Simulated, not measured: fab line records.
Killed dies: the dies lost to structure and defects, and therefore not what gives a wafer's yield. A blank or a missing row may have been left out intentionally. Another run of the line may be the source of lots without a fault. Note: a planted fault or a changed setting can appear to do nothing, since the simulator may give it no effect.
Matching of chambers	flow n5_finfet	3 sister chambers for N5_BEOL_M0_SAQP_PECVD_00 on pecvd-04
The step deposits SiCN from 3MS/NH3, target thk 8 nm, time 14 s. 6 wafers are shown with their chamber, then 12 later ones without.

## WAFERS PAIRED WITH THEIR CHAMBERS
wafer	chamber	throttle_valve_pct (%)	showerhead_plenum_p_Torr (Torr)
L082.6	0	9.0	3.654
L087.5	0	9.2	3.657
L090.5	2	8.5	3.672
L091.1	1	9.0	3.677
L091.2	2	8.5	3.660
L091.4	1	9.1	3.676

## WAFERS WHOSE CHAMBER IS MISSING
wafer	throttle_valve_pct (%)	showerhead_plenum_p_Torr (Torr)
L093.3	9.3	3.688
L093.4	9.3	3.683
L093.6	9.1	3.695
L094.1	8.3	3.662
L094.2	9.1	3.659
L094.5	9.0	3.659
L096.2	8.8	3.673
L096.3	9.3	3.694
L096.6	8.8	3.660
L097.3	9.1	3.690
L097.4	9.2	3.690
L097.5	8.5	3.659

## CHAMBER TAKEN BY EACH
wafer	from the rows above	in truth
L093.3	1	1
L093.4	1	1
L093.6	1	1
L094.1	2	2
L094.2	0	0
L094.5	0	0
L096.2	can't be placed: 1 or 2 or 0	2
L096.3	1	1
L096.6	can't be placed: 0 or 2 or 1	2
L097.3	1	1
L097.4	1	1
L097.5	2	2
Placed correctly: 10 of 12. These rows do not allow placing 2 (true chamber among the candidates in 2). Placed wrongly: 0.
How it was worked out, from the rows above alone: a wafer's distance from a chamber is the root of the sum, over the readings, of the square of ((its reading less the chamber's mean) divided by the reading's scatter). The wafer belongs to the nearest chamber; if the next one is less than 2 further off, it can't be placed. Each chamber's mean is taken over the wafers shown for it. The scatter: take each reading less its chamber's mean, square it, sum over the shown wafers, divide by the number of wafers less the number of chambers, and take the root.
